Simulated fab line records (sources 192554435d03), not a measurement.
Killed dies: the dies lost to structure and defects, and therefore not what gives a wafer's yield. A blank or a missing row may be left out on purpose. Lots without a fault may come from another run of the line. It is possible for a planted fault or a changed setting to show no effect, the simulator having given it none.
One fault through the eyes of 2 desks + flow n5 finfet + what lay behind the numbers comes last; until then each desk has only its own

== METROLOGY DESK ==
What the gauges read, lot by lot, whatever tool the lot ran on: means of the sampled wafers that have a number. Any lot whose mean is over 4 standard deviations away from the usual mean is out of limits and marked OUT; that distance is given in the brackets. Of its 20 readings 7 are shown: the one that was out of limits first, and those that lie furthest out on some lot.
Columns: A = IOFF_N at N5_BEOL_M4_RC_MEAS_101, usual 0.16 nA/um; B = IOFF_N_LONG at N5_BEOL_M4_RC_MEAS_101, usual 5.54e-05 nA/um; C = IOFF_P_LONG at N5_BEOL_M4_RC_MEAS_101, usual 0.000106 nA/um; D = ION_N at N5_BEOL_M4_RC_MEAS_101, usual 673 uA/um; E = VT_N at N5_BEOL_M4_RC_MEAS_101, usual 250 mV; F = VT_N_LONG at N5_BEOL_M4_RC_MEAS_101, usual 274.7 mV; G = VT_N_LVT at N5_BEOL_M4_RC_MEAS_101, usual 98 mV
| lot  | first seen here | A               | B                  | C                   | D              | E             | F               | G             |
|------|-----------------|-----------------|--------------------|---------------------|----------------|---------------|-----------------|---------------|
| L612 | day 8 07:31     | 0.17            | 5.36e-05           | 0.000103            | 678            | 248           | 277.0           | 98            |
| L614 | day 8 12:54     | 0.15            | 5.49e-05           | 0.000101            | 671            | 251           | 274.5           | 98            |
| L615 | day 9 09:04     | 0.19            | 5.51e-05           | 0.000101            | 682            | 247           | 274.0           | 94            |
| L619 | day 10 12:10    | 0.04 (-4.0) OUT | 2.69e-05 (-12) OUT | 0.000162 (+6.1) OUT | 578 (-8.0) OUT | 291 (+13) OUT | 317.5 (+21) OUT | 140 (+14) OUT |
| L622 | day 11 06:03    | 0.15            | 5.66e-05           | 0.000107            | 683            | 248           | 273.2           | 98            |
| L626 | day 11 19:40    | 0.13            | 5.57e-05           | 0.000108            | 658            | 252           | 273.0           | 98            |
| L632 | day 13 12:44    | 0.19            | 5.62e-05           | 0.000109            | 679            | 247           | 272.0           | 95            |
| L634 | day 13 22:20    | 0.18            | 5.75e-05           | 0.000104            | 681            | 246           | 272.7           | 93            |
| L628 | day 14 08:28    | 0.17            | 5.69e-05           | 0.000115            | 676            | 248           | 273.6           | 97            |
Finding of this desk: L619 out of limits, first seen on L619 at day 10 12:10 (IOFF_N at N5_BEOL_M4_RC_MEAS_101). In limits: L612, L614, L615, L622, L626, L632, L634, L628.

== DESK OF THE TOOL OWNER: ald metal-04 ==
The tool's own readings at N5_HKMG_FIN_ALD_91 (deposits TiN, target thk 1 nm, pulse time 1 s, purge time 3 s): means of the sampled wafers that have a number, for each lot that ran on this tool. Any lot whose mean is over 4 standard deviations away from the usual mean is out of limits and marked OUT; that distance is given in the brackets.
Columns: A = heater power w at N5_HKMG_FIN_ALD_91, usual 940 W; B = precursor pulse height rel at N5_HKMG_FIN_ALD_91, usual 1.000
| lot  | first seen here | A    | B     |
|------|-----------------|------|-------|
| L614 | day 4 22:39     | 902  | 1.020 |
| L615 | day 5 04:32     | 855  | 1.011 |
| L619 | day 6 04:57     | 990  | 1.008 |
| L622 | day 7 03:23     | 1010 | 0.974 |
| L634 | day 9 23:03     | 895  | 1.002 |
Result from this desk: across the 5 lots, nothing is out of limits.

== BROUGHT TOGETHER ==
Metrology desk: alarm possible at day 10 12:10 on L619.
The desk of the tool owner found nothing out of limits.
Tool owner's desk: L619 on record, inside its limits.
Of the lots named, all ran N5_HKMG_FIN_ALD_91 on ald metal-04.

== WHAT WAS PUT IN BY THE SIMULATOR ==
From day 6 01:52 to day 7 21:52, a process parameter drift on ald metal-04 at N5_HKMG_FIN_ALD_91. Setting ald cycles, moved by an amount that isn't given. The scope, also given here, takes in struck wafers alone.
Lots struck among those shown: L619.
Hours from the fault's start to each desk's first reading out of limits: the metrology desk, 106.
